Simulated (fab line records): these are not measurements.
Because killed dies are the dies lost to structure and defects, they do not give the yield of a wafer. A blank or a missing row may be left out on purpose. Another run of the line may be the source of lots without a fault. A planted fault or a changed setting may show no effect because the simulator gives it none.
fab line records | flow n5-finfet | part 1 of 2: steps 1 to 19 of 31
[record] lots = 5 | wafers = 15 | last-day = 16
route steps=1938 shown BEOL_M10@1499
lots untouched by any fault: they come from a run of this same line in which no faults occurred
start-h: start of the lot's first displayed wafer, in hours after the record's first day | wait-h: hours from the lot's prior step to this one | " as in the row above | L1.1+2: several wafers, shown together as one row | - either no value or no given start | * or withheld: withheld | < > ~ a bound
route shown NAME@n: NAME is a module with steps in the file, n the number in the route of the first one | usual: mean and standard deviation over wafers with no fault | same: alike in all rows | chamber/n: place in a boat | sites: each site's reading | _std_site: standard deviation across them | _edge_site: the outer-site mean with the inner-site mean subtracted | radius-mm: how far each site lies from the wafer's centre | mask NAME#n: copy n | behind: the most recent tool/chamber to have shaped the wafer | hold: reason for holding the lot/hours on hold/outcome of the hold | device: which transistor (n, p or np) failed to switch | end of line: at the end of the route, the tests of the same wafers | a step with no rows: only its recipe | killed: count of dies lost to structure and defects at first sort (not the wafer's yield) | map: a wafer's dies, marking killed ones x, the rest . and places with no die _
set.NAME: the setting that was run; set.NAME@STEP: the one run at that earlier step | model.NAME: the simulator's own value behind a step, which no gauge read
a table for each step, a row for each wafer; lots at some steps of the route
services: from which hour (start-h, from the record's first day; less than 0 if before it) a tool's chamber was out of use, for how many hours, and why
[[steps]]
[step N5_BEOL_M10_EXPOSE_25]
[recipe] mask-id = V9 | na = 1.35 | source-shape = annular | sigma-inner = 0.5 | sigma-outer = 0.8 | polarization = unpolarized | dose-mj = 85.5
[same] sigma-outer = 0.8
lot.wafer  | tool            | chamber | start-h | wait-h | mask
L076.1+3+5 | arfi-scanner-03 | 0       | 222.82  | -      | V9#0
L089.3+4+6 | arfi-scanner-02 | 0       | 297.47  | -      | V9#0
L090.1+3+5 | arfi-scanner-01 | 0       | 312.98  | -      | V9#0
L095.2+4+5 | arfi-scanner-02 | 0       | 342.08  | -      | V9#0
L094.1+4+6 | arfi-scanner-01 | 0       | 344.75  | -      | V9#0
[step N5_BEOL_M10_PEB_26]
[recipe] peb-temp-c = withheld | peb-time-s = 60 | resist = CAR-ArF
lot.wafer  | tool           | chamber | start-h | wait-h
L076.1+3+5 | litho-track-03 | 0       | 222.88  | 0.1
L089.3+4+6 | litho-track-01 | 0       | 297.52  | 0.0
L090.1+3+5 | litho-track-02 | 0       | 313.05  | 0.1
L095.2+4+5 | litho-track-02 | 0       | 342.14  | 0.1
L094.1+4+6 | litho-track-02 | 0       | 344.81  | 0.1
[step N5_BEOL_M10_DEVELOP_27]
[recipe] develop-time-s = 30 | developer = TMAH | resist = CAR-ArF | rinse-liquid = diw | dry = air-spin | dev-temp-c = 23
lot.wafer  | tool           | chamber | start-h | wait-h
L076.1+3+5 | litho-track-03 | 0       | -       | -
L089.3+4+6 | litho-track-01 | 0       | -       | -
L090.1+3+5 | litho-track-02 | 0       | -       | -
L095.2+4+5 | litho-track-02 | 0       | -       | -
L094.1+4+6 | litho-track-02 | 0       | -       | -
[step N5_BEOL_M10_CD_MEAS_28]
[recipe] target-cd-nm = 70 | landing-energy-ev = 500 | detector = se-inlens | polarity = opening
[usual] cd-nm = 70.3/1.2
lot.wafer | tool      | chamber | start-h | wait-h | cd-nm
L076.1    | cd-sem-01 | 0       | 222.95  | -      | 71.0
L076.3    | "         | 0       | "       | "      | 71.3
L076.5    | "         | 0       | "       | "      | 71.0
L089.3    | cd-sem-01 | 0       | 297.59  | -      | 71.4
L089.4    | "         | 0       | "       | "      | 72.0
L089.6    | "         | 0       | "       | "      | 69.9
L090.1    | cd-sem-01 | 0       | 313.11  | -      | 70.2
L090.3    | "         | 0       | "       | "      | 68.6
L090.5    | "         | 0       | "       | "      | 70.4
L095.2    | cd-sem-03 | 0       | 342.21  | -      | 71.5
L095.4    | "         | 0       | "       | "      | 69.8
L095.5    | "         | 0       | "       | "      | 70.6
L094.1    | cd-sem-01 | 0       | 344.88  | -      | 71.1
L094.4    | "         | 0       | "       | "      | 71.2
L094.6    | "         | 0       | "       | "      | 69.8
[step N5_BEOL_M10_OVL_MEAS_29]
[recipe] points-per-wafer = 44
[usual] V9_OVL = -0.1/0.7
lot.wafer | tool       | chamber | start-h | wait-h | V9_OVL[nm]
L076.1    | overlay-01 | 0       | 222.98  | 0.0    | 1.2
L076.3    | "          | 0       | "       | "      | 0.8
L076.5    | "          | 0       | "       | "      | 1.0
L089.3    | overlay-01 | 0       | 297.62  | 0.0    | 0.4
L089.4    | "          | 0       | "       | "      | -0.2
L089.6    | "          | 0       | "       | "      | 0.4
L090.1    | overlay-02 | 0       | 313.15  | 0.0    | 0.8
L090.3    | "          | 0       | "       | "      | 0.5
L090.5    | "          | 0       | "       | "      | 0.8
L095.2    | overlay-01 | 0       | 342.23  | 0.0    | 0.5
L095.4    | "          | 0       | "       | "      | 0.5
L095.5    | "          | 0       | "       | "      | 0.6
L094.1    | overlay-02 | 0       | 344.91  | 0.0    | -1.1
L094.4    | "          | 0       | "       | "      | 0.3
L094.6    | "          | 0       | "       | "      | -1.2
[step N5_BEOL_M10_INSPECT_30]
[recipe] mode = adi | inspect-instrument = brightfield
[usual] raw-defect-count = 388/84
lot.wafer | tool              | chamber | start-h | wait-h | raw-defect-count
L076.1    | defect-inspect-02 | -       | 223.00  | 0.0    | 405
L076.3    | "                 | -       | "       | "      | 337
L076.5    | "                 | -       | "       | "      | 334
L089.3    | defect-inspect-01 | -       | 297.64  | 0.0    | 283
L089.4    | "                 | -       | "       | "      | 319
L089.6    | "                 | -       | "       | "      | 270
L090.1    | defect-inspect-02 | -       | 313.17  | 0.0    | 358
L090.3    | "                 | -       | "       | "      | 316
L090.5    | "                 | -       | "       | "      | 261
L095.2    | defect-inspect-02 | -       | 342.26  | 0.0    | 693
L095.4    | "                 | -       | "       | "      | 567
L095.5    | "                 | -       | "       | "      | 433
L094.1    | defect-inspect-01 | -       | 344.93  | 0.0    | 391
L094.4    | "                 | -       | "       | "      | 395
L094.6    | "                 | -       | "       | "      | 504
[step N5_BEOL_M10_DESCUM_33]
[recipe] chemistry = O2 | time-s = 7.9 | source-power-w = 50 | bias-power-w = 20 | pressure-mtorr = 20 | rf-frequency-hz = 2.712e+07 | temp-c = 40 | resist = CAR-ArF | o2-flow-sccm = 225
[usual] drypump-motor-current-A = 5.7/0.42 | oes-product-au = 0.81/0.094 | rf-vpp-V = 243.5/1.3 | showerhead-plenum-p-Torr = 2.10/0.06 | throttle-valve-pct = 20.28/0.21
lot.wafer | tool        | chamber | start-h | wait-h | drypump-motor-current-A | oes-product-au | rf-hours-counter-h | rf-vpp-V | showerhead-plenum-p-Torr | throttle-valve-pct
L076.1    | rie-diel-06 | 1       | 223.19  | 0.2    | 6.1                     | 0.67           | 242                | 242.2    | 2.07                     | 20.51
L076.3    | "           | 2       | "       | "      | 6.1                     | 0.74           | 183                | 243.5    | 2.17                     | 19.96
L076.5    | "           | 2       | "       | "      | 6.1                     | 0.74           | -                  | 243.8    | 2.17                     | 19.96
L089.3    | rie-diel-06 | 2       | 297.68  | 0.0    | 6.1                     | 0.72           | 212                | 245.0    | 2.16                     | 20.00
L089.4    | "           | 1       | "       | "      | 6.1                     | 0.96           | 7                  | 242.8    | 2.07                     | 20.15
L089.6    | "           | 1       | "       | "      | 6.1                     | 0.96           | -                  | 242.2    | 2.07                     | 20.13
L090.1    | rie-diel-04 | 3       | 313.20  | 0.0    | 5.4                     | 0.85           | 52                 | 241.7    | 2.06                     | 20.43
L090.3    | "           | 0       | "       | "      | 5.9                     | 0.83           | 68                 | 241.6    | 2.03                     | 20.21
L090.5    | "           | 0       | "       | "      | 5.9                     | 0.84           | -                  | 244.3    | 2.03                     | 20.22
L095.2    | rie-diel-06 | 2       | 342.34  | 0.1    | 6.1                     | 0.72           | 226                | 244.2    | 2.15                     | 20.01
L095.4    | "           | 3       | "       | "      | 5.8                     | 0.69           | 245                | 242.6    | 2.03                     | 20.45
L095.5    | "           | 1       | "       | "      | 6.1                     | 0.92           | -                  | 242.2    | 2.06                     | 20.16
L094.1    | rie-diel-04 | 1       | 344.97  | 0.0    | 5.1                     | 0.90           | 28                 | 244.2    | 2.13                     | 20.60
L094.4    | "           | 3       | "       | "      | 5.4                     | 0.84           | 63                 | 242.3    | 2.06                     | 20.47
L094.6    | "           | 2       | "       | "      | 4.8                     | 0.89           | -                  | 242.5    | 2.14                     | 20.53
[step N5_BEOL_M10_ETCH_65]
[recipe] chemistry = CF4 | target = SiARC | target-depth-a = 390 | mask-material = CAR-ArF | time-s = 65 | ion-energy-ev = 80 | pressure-mtorr = 40 | source-w = 545 | bias-w = 36 | Ar_flow_sccm = 100 | cf4-flow-sccm = 100 | ends = cleared
[usual] drypump-motor-current-A = 5.7/0.42 | etch-rf-on-time-s = 64.8/2.6 | oes-product-au = 0.69/0.078 | rf-vpp-V = 184.2/1 | showerhead-plenum-p-Torr = 2.16/0.054 | throttle-valve-pct = 15.52/0.22
lot.wafer | tool        | chamber | start-h | wait-h | drypump-motor-current-A | etch-rf-on-time-s | oes-product-au | rf-hours-counter-h | rf-vpp-V | showerhead-plenum-p-Torr | throttle-valve-pct
L076.1    | rie-diel-06 | 1       | 223.22  | 0.0    | 6.1                     | 70.3              | 0.56           | 242                | 183.7    | 2.12                     | 15.74
L076.3    | "           | 2       | "       | "      | 6.1                     | 61.2              | 0.65           | 183                | 184.0    | 2.21                     | 15.23
L076.5    | "           | 2       | "       | "      | 6.1                     | 62.0              | 0.65           | -                  | 184.9    | 2.21                     | 15.25
L089.3    | rie-diel-06 | 2       | 297.71  | 0.0    | 6.1                     | 63.2              | 0.62           | 212                | 184.7    | 2.20                     | 15.30
L089.4    | "           | 1       | "       | "      | 6.1                     | 68.2              | 0.80           | 7                  | 184.8    | 2.12                     | 15.27
L089.6    | "           | 1       | "       | "      | 6.1                     | 68.3              | 0.80           | -                  | 182.8    | 2.12                     | 15.27
L090.1    | rie-diel-04 | 3       | 313.24  | 0.0    | 5.4                     | 65.0              | 0.72           | 52                 | 184.1    | 2.09                     | 15.39
L090.3    | "           | 0       | "       | "      | 5.9                     | 62.4              | 0.73           | 68                 | 182.6    | 2.07                     | 15.34
L090.5    | "           | 0       | "       | "      | 5.9                     | 61.6              | 0.73           | -                  | 183.1    | 2.08                     | 15.32
L095.2    | rie-diel-06 | 2       | 342.37  | 0.0    | 6.0                     | 63.1              | 0.62           | 226                | 184.2    | 2.19                     | 15.33
L095.4    | "           | 3       | "       | "      | 5.8                     | 63.0              | 0.61           | 245                | 183.5    | 2.12                     | 15.98
L095.5    | "           | 1       | "       | "      | 6.1                     | 69.2              | 0.76           | -                  | 185.0    | 2.11                     | 15.32
L094.1    | rie-diel-04 | 1       | 345.00  | 0.0    | 5.1                     | 61.4              | 0.80           | 28                 | 185.4    | 2.18                     | 15.64
L094.4    | "           | 3       | "       | "      | 5.4                     | 66.4              | 0.69           | 63                 | 184.5    | 2.09                     | 15.45
L094.6    | "           | 2       | "       | "      | 4.8                     | 68.2              | 0.74           | -                  | 184.7    | 2.18                     | 15.56
[step N5_BEOL_M10_ETCH_66]
[recipe] chemistry = N2/H2 | target = SOC | target-depth-a = 1200 | overetch-a = 240 | mask-material = SiARC | temp-c = 40 | time-s = 180 | ion-energy-ev = 200 | pressure-mtorr = 30 | source-w = 840 | bias-w = 150 | n2-flow-sccm = 200 | h2-flow-sccm = 200
[usual] drypump-motor-current-A = 5.7/0.42 | oes-product-au = 0.65/0.074 | rf-vpp-V = 524.5/2 | showerhead-plenum-p-Torr = 2.57/0.078 | throttle-valve-pct = 17.75/0.21
lot.wafer | tool        | chamber | start-h | wait-h | drypump-motor-current-A | oes-product-au | rf-hours-counter-h | rf-vpp-V | showerhead-plenum-p-Torr | throttle-valve-pct
L076.1    | rie-diel-06 | 1       | 223.27  | 0.0    | 6.1                     | 0.56           | 242                | 524.1    | 2.48                     | 17.76
L076.3    | "           | 2       | "       | "      | 6.0                     | 0.60           | 183                | 527.2    | 2.67                     | 17.68
L076.5    | "           | 2       | "       | "      | 6.1                     | 0.60           | -                  | 526.6    | 2.67                     | 17.67
L089.3    | rie-diel-06 | 2       | 297.76  | 0.0    | 6.1                     | 0.58           | 212                | 526.9    | 2.66                     | 17.71
L089.4    | "           | 1       | "       | "      | 6.1                     | 0.78           | 7                  | 522.8    | 2.47                     | 17.32
L089.6    | "           | 1       | "       | "      | 6.1                     | 0.77           | -                  | 523.4    | 2.47                     | 17.32
L090.1    | rie-diel-04 | 3       | 313.29  | 0.0    | 5.4                     | 0.69           | 52                 | 522.0    | 2.46                     | 17.46
L090.3    | "           | 0       | "       | "      | 5.9                     | 0.68           | 68                 | 523.4    | 2.49                     | 17.76
L090.5    | "           | 0       | "       | "      | 5.9                     | 0.68           | -                  | 521.8    | 2.49                     | 17.76
L095.2    | rie-diel-06 | 2       | 342.42  | 0.0    | 6.0                     | 0.58           | 226                | 525.6    | 2.65                     | 17.74
L095.4    | "           | 3       | "       | "      | 5.8                     | 0.56           | 245                | 521.7    | 2.51                     | 18.15
L095.5    | "           | 1       | "       | "      | 6.1                     | 0.75           | -                  | 522.9    | 2.47                     | 17.36
L094.1    | rie-diel-04 | 1       | 345.05  | 0.0    | 5.1                     | 0.74           | 28                 | 525.9    | 2.58                     | 17.84
L094.4    | "           | 3       | "       | "      | 5.4                     | 0.67           | 63                 | 522.5    | 2.45                     | 17.45
L094.6    | "           | 2       | "       | "      | 4.8                     | 0.72           | -                  | 524.5    | 2.59                     | 17.87
[step N5_BEOL_M10_STRIP_69]
[recipe] chemistry = N2/H2 | temp-c = 40 | n2-flow-sccm = 200 | h2-flow-sccm = 200 | rf-frequency-hz = 6e+07
lot.wafer  | tool        | chamber | start-h | wait-h
L076.1+3+5 | rie-diel-06 | 1,2,2   | 223.39  | 0.1
L089.3+4+6 | rie-diel-06 | 2,1,1   | 297.88  | 0.1
L090.1+3+5 | rie-diel-04 | 3,0,0   | 313.40  | 0.1
L095.2+4+5 | rie-diel-06 | 2,3,1   | 342.53  | 0.1
L094.1+4+6 | rie-diel-04 | 1,3,2   | 345.16  | 0.1
[step N5_BEOL_M10_VIA_ETCH_34]
[recipe] chemistry = C4F6/O2 | target = SiCOH_lowk | target-depth-a = 1845 | mask-material = SOC | taper-deg = 4 | time-s = 69.2 | ion-energy-ev = 250 | pressure-mtorr = 30 | source-w = 345 | bias-w = 185 | Ar_flow_sccm = 300 | C4F6_flow_sccm = 10 | O2_flow_sccm = 10
[usual] C4F6_flow_sccm = 10.00/0.031 | drypump-motor-current-A = 5.7/0.42 | oes-product-au = 0.81/0.093 | rf-vpp-V = 670/28 | showerhead-plenum-p-Torr = 2.87/0.065 | throttle-valve-pct = 20.82/0.22
lot.wafer | tool        | chamber | start-h | wait-h | C4F6_flow_sccm | drypump-motor-current-A | oes-product-au | rf-hours-counter-h | rf-vpp-V | showerhead-plenum-p-Torr | throttle-valve-pct
L076.1    | rie-diel-06 | 1       | 223.40  | 0.0    | 9.98           | 6.1                     | 0.67           | 242                | 692      | 2.82                     | 21.00
L076.3    | "           | 2       | "       | "      | 10.05          | 6.1                     | 0.75           | 183                | 664      | 2.95                     | 20.50
L076.5    | "           | 2       | "       | "      | 10.03          | 6.1                     | 0.75           | -                  | 665      | 2.95                     | 20.49
L089.3    | rie-diel-06 | 2       | 297.89  | 0.0    | 9.94           | 6.1                     | 0.72           | 212                | 664      | 2.94                     | 20.53
L089.4    | "           | 1       | "       | "      | 10.03          | 6.1                     | 0.95           | 8                  | 691      | 2.81                     | 20.64
L089.6    | "           | 1       | "       | "      | 10.00          | 6.1                     | 0.95           | -                  | 691      | 2.81                     | 20.64
L090.1    | rie-diel-04 | 3       | 313.41  | 0.0    | 9.95           | 5.4                     | 0.85           | 52                 | 664      | 2.80                     | 20.88
L090.3    | "           | 0       | "       | "      | 10.03          | 5.9                     | 0.86           | 68                 | 642      | 2.77                     | 20.69
L090.5    | "           | 0       | "       | "      | 10.01          | 5.9                     | 0.85           | -                  | 643      | 2.77                     | 20.69
L095.2    | rie-diel-06 | 2       | 342.54  | 0.0    | 9.99           | 6.1                     | 0.71           | 226                | 664      | 2.93                     | 20.57
L095.4    | "           | 3       | "       | "      | 9.92           | 5.7                     | 0.71           | 245                | 695      | 2.82                     | 21.26
L095.5    | "           | 1       | "       | "      | 9.96           | 6.1                     | 0.91           | -                  | 690      | 2.81                     | 20.67
L094.1    | rie-diel-04 | 1       | 345.17  | 0.0    | 10.03          | 5.1                     | 0.92           | 28                 | 646      | 2.90                     | 21.03
L094.4    | "           | 3       | "       | "      | 10.02          | 5.4                     | 0.83           | 63                 | 662      | 2.79                     | 20.88
L094.6    | "           | 2       | "       | "      | 10.05          | 4.8                     | 0.87           | -                  | 685      | 2.89                     | 20.89
[step N5_BEOL_M10_STRIP_73]
[recipe] chemistry = C4F6/O2 | resist = SiARC | rf-frequency-hz = 6e+07
lot.wafer  | tool        | chamber | start-h | wait-h
L076.1+3+5 | rie-diel-06 | 1,2,2   | 223.45  | 0.0
L089.3+4+6 | rie-diel-06 | 2,1,1   | 297.94  | 0.0
L090.1+3+5 | rie-diel-04 | 3,0,0   | 313.46  | 0.0
L095.2+4+5 | rie-diel-06 | 2,3,1   | 342.60  | 0.0
L094.1+4+6 | rie-diel-04 | 1,3,2   | 345.23  | 0.0
[step N5_BEOL_M10_STRIP_36]
[recipe] chemistry = N2/H2 | power-w = 450 | temp-c = 40 | pressure-mtorr = 20 | rf-frequency-hz = 6e+07 | overash-fraction = 0.3 | bias-power-w = 7 | h2-frac = 0.5 | n2-flow-sccm = 200 | h2-flow-sccm = 200
[usual] drypump-motor-current-A = 5.7/0.42 | oes-product-au = 0.81/0.096 | power-w = 450.0/1.4 | rf-vpp-V = 59.2/1.9 | showerhead-plenum-p-Torr = 2.56/0.078 | throttle-valve-pct = 23.58/0.27
lot.wafer | tool        | chamber | start-h | wait-h | drypump-motor-current-A | oes-product-au | power-w | rf-hours-counter-h | rf-vpp-V | showerhead-plenum-p-Torr | throttle-valve-pct
L076.1    | rie-diel-06 | 1       | 223.46  | 0.0    | 6.1                     | 0.67           | 450.1   | 242                | 59.4     | 2.48                     | 23.53
L076.3    | "           | 2       | "       | "      | 6.1                     | 0.74           | 449.5   | 183                | 57.3     | 2.67                     | 23.45
L076.5    | "           | 2       | "       | "      | 6.1                     | 0.74           | 448.8   | -                  | 58.2     | 2.67                     | 23.46
L089.3    | rie-diel-06 | 2       | 297.95  | 0.0    | 6.1                     | 0.70           | 449.1   | 212                | 56.3     | 2.65                     | 23.48
L089.4    | "           | 1       | "       | "      | 6.1                     | 0.96           | 449.9   | 8                  | 60.3     | 2.46                     | 23.12
L089.6    | "           | 1       | "       | "      | 6.1                     | 0.97           | 452.8   | -                  | 61.9     | 2.47                     | 23.14
L090.1    | rie-diel-04 | 3       | 313.47  | 0.0    | 5.4                     | 0.84           | 453.0   | 52                 | 60.6     | 2.45                     | 23.12
L090.3    | "           | 0       | "       | "      | 5.9                     | 0.85           | 449.1   | 68                 | 60.3     | 2.49                     | 23.71
L090.5    | "           | 0       | "       | "      | 5.9                     | 0.84           | 449.3   | -                  | 58.8     | 2.49                     | 23.68
L095.2    | rie-diel-06 | 2       | 342.61  | 0.0    | 6.1                     | 0.69           | 449.5   | 226                | 58.1     | 2.65                     | 23.52
L095.4    | "           | 3       | "       | "      | 5.8                     | 0.67           | 449.7   | 245                | 55.4     | 2.50                     | 23.99
L095.5    | "           | 1       | "       | "      | 6.1                     | 0.95           | 450.4   | -                  | 61.9     | 2.46                     | 23.13
L094.1    | rie-diel-04 | 1       | 345.24  | 0.0    | 5.1                     | 0.90           | 449.5   | 28                 | 54.8     | 2.58                     | 23.76
L094.4    | "           | 3       | "       | "      | 5.4                     | 0.83           | 447.8   | 63                 | 59.5     | 2.45                     | 23.13
L094.6    | "           | 2       | "       | "      | 4.8                     | 0.89           | 449.1   | -                  | 58.4     | 2.58                     | 23.83
[step N5_BEOL_M10_TRENCH_ETCH_37]
[recipe] chemistry = C4F6/O2 | target-depth-a = 1488.3 | target = SiCOH_lowk | time-s = 48 | ion-energy-ev = 250 | pressure-mtorr = 30 | source-w = 345 | bias-w = 185 | Ar_flow_sccm = 300 | C4F6_flow_sccm = 10 | O2_flow_sccm = 10
[usual] C4F6_flow_sccm = 9.999/0.029 | drypump-motor-current-A = 5.7/0.42 | oes-product-au = 0.81/0.093 | rf-vpp-V = 671/28 | showerhead-plenum-p-Torr = 2.87/0.065 | throttle-valve-pct = 20.85/0.22
lot.wafer | tool        | chamber | start-h | wait-h | C4F6_flow_sccm | drypump-motor-current-A | oes-product-au | rf-hours-counter-h | rf-vpp-V | showerhead-plenum-p-Torr | throttle-valve-pct
L076.1    | rie-diel-06 | 1       | -       | -      | 10.002         | 6.1                     | 0.67           | 242                | 690      | 2.82                     | 21.02
L076.3    | "           | 2       | "       | "      | 10.002         | 6.0                     | 0.75           | 183                | 664      | 2.95                     | 20.53
L076.5    | "           | 2       | "       | "      | 10.003         | 6.1                     | 0.74           | -                  | 665      | 2.95                     | 20.54
L089.3    | rie-diel-06 | 2       | -       | -      | 10.001         | 6.1                     | 0.72           | 212                | 663      | 2.94                     | 20.57
L089.4    | "           | 1       | "       | "      | 9.946          | 6.2                     | 0.95           | 8                  | 692      | 2.81                     | 20.66
L089.6    | "           | 1       | "       | "      | 10.021         | 6.1                     | 0.96           | -                  | 690      | 2.81                     | 20.66
L090.1    | rie-diel-04 | 3       | -       | -      | 10.000         | 5.4                     | 0.86           | 52                 | 663      | 2.80                     | 20.91
L090.3    | "           | 0       | "       | "      | 9.997          | 5.9                     | 0.85           | 68                 | 644      | 2.77                     | 20.71
L090.5    | "           | 0       | "       | "      | 9.961          | 5.9                     | 0.85           | -                  | 643      | 2.77                     | 20.71
L095.2    | rie-diel-06 | 2       | -       | -      | 10.030         | 6.1                     | 0.71           | 226                | 665      | 2.93                     | 20.60
L095.4    | "           | 3       | "       | "      | 9.993          | 5.8                     | 0.71           | 245                | 696      | 2.82                     | 21.29
L095.5    | "           | 1       | "       | "      | 10.020         | 6.1                     | 0.91           | -                  | 692      | 2.81                     | 20.67
L094.1    | rie-diel-04 | 1       | -       | -      | 9.999          | 5.1                     | 0.92           | 28                 | 646      | 2.90                     | 21.07
L094.4    | "           | 3       | "       | "      | 9.942          | 5.4                     | 0.83           | 63                 | 663      | 2.79                     | 20.91
L094.6    | "           | 2       | "       | "      | 9.982          | 4.8                     | 0.87           | -                  | 684      | 2.89                     | 20.93
[step N5_BEOL_M10_ETCH_41]
[recipe] chemistry = CH3F/O2 | target = SiCN | target-depth-a = 426 | taper-deg = 2 | time-s = 86 | ion-energy-ev = 120 | mask-material = TiN | pressure-mtorr = 30 | source-w = 395 | bias-w = 75 | Ar_flow_sccm = 150 | CH3F_flow_sccm = 30 | O2_flow_sccm = 20
[usual] CH3F_flow_sccm = 29.99/0.09 | drypump-motor-current-A = 5.7/0.42 | oes-product-au = 0.81/0.093 | rf-vpp-V = 297.6/1.4 | showerhead-plenum-p-Torr = 2.02/0.047 | throttle-valve-pct = 16.24/0.21
lot.wafer | tool        | chamber | start-h | wait-h | CH3F_flow_sccm | drypump-motor-current-A | oes-product-au | rf-hours-counter-h | rf-vpp-V | showerhead-plenum-p-Torr | throttle-valve-pct
L076.1    | rie-diel-06 | 1       | -       | -      | 29.87          | 6.1                     | 0.67           | 242                | 295.8    | 1.98                     | 16.46
L076.3    | "           | 2       | "       | "      | 30.03          | 6.1                     | 0.74           | 183                | 297.9    | 2.07                     | 15.98
L076.5    | "           | 2       | "       | "      | 29.93          | 6.1                     | 0.75           | -                  | 299.0    | 2.07                     | 15.98
L089.3    | rie-diel-06 | 2       | -       | -      | 30.00          | 6.1                     | 0.72           | 212                | 299.8    | 2.06                     | 16.02
L089.4    | "           | 1       | "       | "      | 30.11          | 6.1                     | 0.95           | 8                  | 296.3    | 1.98                     | 15.99
L089.6    | "           | 1       | "       | "      | 30.12          | 6.1                     | 0.96           | -                  | 295.8    | 1.98                     | 16.00
L090.1    | rie-diel-04 | 3       | -       | -      | 29.99          | 5.4                     | 0.85           | 52                 | 294.2    | 1.97                     | 16.27
L090.3    | "           | 0       | "       | "      | 30.02          | 5.9                     | 0.84           | 68                 | 296.7    | 1.95                     | 16.12
L090.5    | "           | 0       | "       | "      | 30.13          | 5.9                     | 0.84           | -                  | 295.4    | 1.95                     | 16.10
L095.2    | rie-diel-06 | 2       | -       | -      | 29.98          | 6.1                     | 0.70           | 226                | 295.9    | 2.06                     | 16.05
L095.4    | "           | 3       | "       | "      | 30.04          | 5.8                     | 0.70           | 245                | 296.4    | 1.98                     | 16.66
L095.5    | "           | 1       | "       | "      | 29.94          | 6.1                     | 0.91           | -                  | 295.6    | 1.97                     | 16.01
L094.1    | rie-diel-04 | 1       | -       | -      | 30.02          | 5.1                     | 0.91           | 28                 | 296.0    | 2.04                     | 16.39
L094.4    | "           | 3       | "       | "      | 30.14          | 5.4                     | 0.83           | 63                 | 295.6    | 1.96                     | 16.27
L094.6    | "           | 2       | "       | "      | 30.04          | 4.8                     | 0.87           | -                  | 297.6    | 2.03                     | 16.27
[step N5_BEOL_M10_STRIP_77]
[recipe] chemistry = N2/H2 | time-s = 10 | power-w = 450 | temp-c = 40 | pressure-mtorr = 20 | rf-frequency-hz = 6e+07 | bias-power-w = 7 | n2-flow-sccm = 200 | h2-flow-sccm = 200
[usual] drypump-motor-current-A = 5.7/0.42 | oes-product-au = 0.81/0.095 | rf-vpp-V = 59.2/0.78 | showerhead-plenum-p-Torr = 2.56/0.078 | throttle-valve-pct = 23.58/0.27
lot.wafer | tool        | chamber | start-h | wait-h | drypump-motor-current-A | oes-product-au | rf-hours-counter-h | rf-vpp-V | showerhead-plenum-p-Torr | throttle-valve-pct
L076.1    | rie-diel-06 | 1       | -       | -      | 6.2                     | 0.68           | 242                | 57.8     | 2.48                     | 23.51
L076.3    | "           | 2       | "       | "      | 6.1                     | 0.74           | 183                | 59.0     | 2.67                     | 23.47
L076.5    | "           | 2       | "       | "      | 6.1                     | 0.74           | -                  | 58.3     | 2.67                     | 23.49
L089.3    | rie-diel-06 | 2       | -       | -      | 6.2                     | 0.71           | 213                | 59.6     | 2.65                     | 23.50
L089.4    | "           | 1       | "       | "      | 6.2                     | 0.96           | 8                  | 58.4     | 2.47                     | 23.12
L089.6    | "           | 1       | "       | "      | 6.1                     | 0.95           | -                  | 57.8     | 2.47                     | 23.14
L090.1    | rie-diel-04 | 3       | -       | -      | 5.4                     | 0.86           | 52                 | 58.9     | 2.45                     | 23.13
L090.3    | "           | 0       | "       | "      | 5.9                     | 0.83           | 68                 | 57.2     | 2.49                     | 23.70
L090.5    | "           | 0       | "       | "      | 5.9                     | 0.84           | -                  | 60.1     | 2.49                     | 23.71
L095.2    | rie-diel-06 | 2       | -       | -      | 6.1                     | 0.71           | 226                | 59.9     | 2.65                     | 23.52
L095.4    | "           | 3       | "       | "      | 5.8                     | 0.70           | 245                | 60.1     | 2.50                     | 24.00
L095.5    | "           | 1       | "       | "      | 6.1                     | 0.92           | -                  | 59.1     | 2.46                     | 23.14
L094.1    | rie-diel-04 | 1       | -       | -      | 5.1                     | 0.90           | 28                 | 58.2     | 2.57                     | 23.79
L094.4    | "           | 3       | "       | "      | 5.4                     | 0.84           | 63                 | 59.5     | 2.45                     | 23.15
L094.6    | "           | 2       | "       | "      | 4.8                     | 0.89           | -                  | 59.0     | 2.58                     | 23.84
[step N5_BEOL_M10_OCD_MEAS_38]
[usual] trench-depth-nm = 149/3.6
lot.wafer | tool   | chamber | start-h | wait-h | trench-depth-nm
L076.1    | ocd-01 | -       | 223.68  | -      | 141
L076.3    | "      | -       | "       | "      | 152
L076.5    | "      | -       | "       | "      | 152
L089.3    | ocd-01 | -       | 298.17  | -      | 150
L089.4    | "      | -       | "       | "      | 146
L089.6    | "      | -       | "       | "      | 146
L090.1    | ocd-02 | -       | 313.70  | -      | 150
L090.3    | "      | -       | "       | "      | 152
L090.5    | "      | -       | "       | "      | 152
L095.2    | ocd-02 | -       | 342.83  | -      | 149
L095.4    | "      | -       | "       | "      | 153
L095.5    | "      | -       | "       | "      | 146
L094.1    | ocd-02 | -       | 345.46  | -      | 152
L094.4    | "      | -       | "       | "      | 147
L094.6    | "      | -       | "       | "      | 144
[step N5_BEOL_M10_HM_STRIP_39]
[recipe] chemistry = peroxide-tin-strip | material = TiN | target-depth-a = 250 | temp-c = 50 | time-s = 158
lot.wafer  | tool         | chamber | start-h | wait-h
L076.1+3+5 | wet-bench-02 | 2,1,5   | 223.71  | 0.0
L089.3+4+6 | wet-bench-02 | 0,1,5   | 298.20  | 0.0
L090.1+3+5 | wet-bench-04 | 4,0,1   | 313.73  | 0.0
L095.2+4+5 | wet-bench-04 | 4,7,0   | 342.86  | 0.0
L094.1+4+6 | wet-bench-04 | 2,7,3   | 345.49  | 0.0
[step N5_BEOL_M10_SRD_40]
[recipe] time-s = 30 | temp-c = 23 | rinse-liquid = diw | dry = ipa-marangoni
lot.wafer  | tool         | chamber | start-h | wait-h
L076.1+3+5 | wet-bench-02 | 2,1,5   | 223.76  | 0.0
L089.3+4+6 | wet-bench-02 | 0,1,5   | 298.25  | 0.0
L090.1+3+5 | wet-bench-04 | 4,0,1   | 313.78  | 0.0
L095.2+4+5 | wet-bench-04 | 4,7,0   | 342.91  | 0.0
L094.1+4+6 | wet-bench-04 | 2,7,3   | 345.54  | 0.0
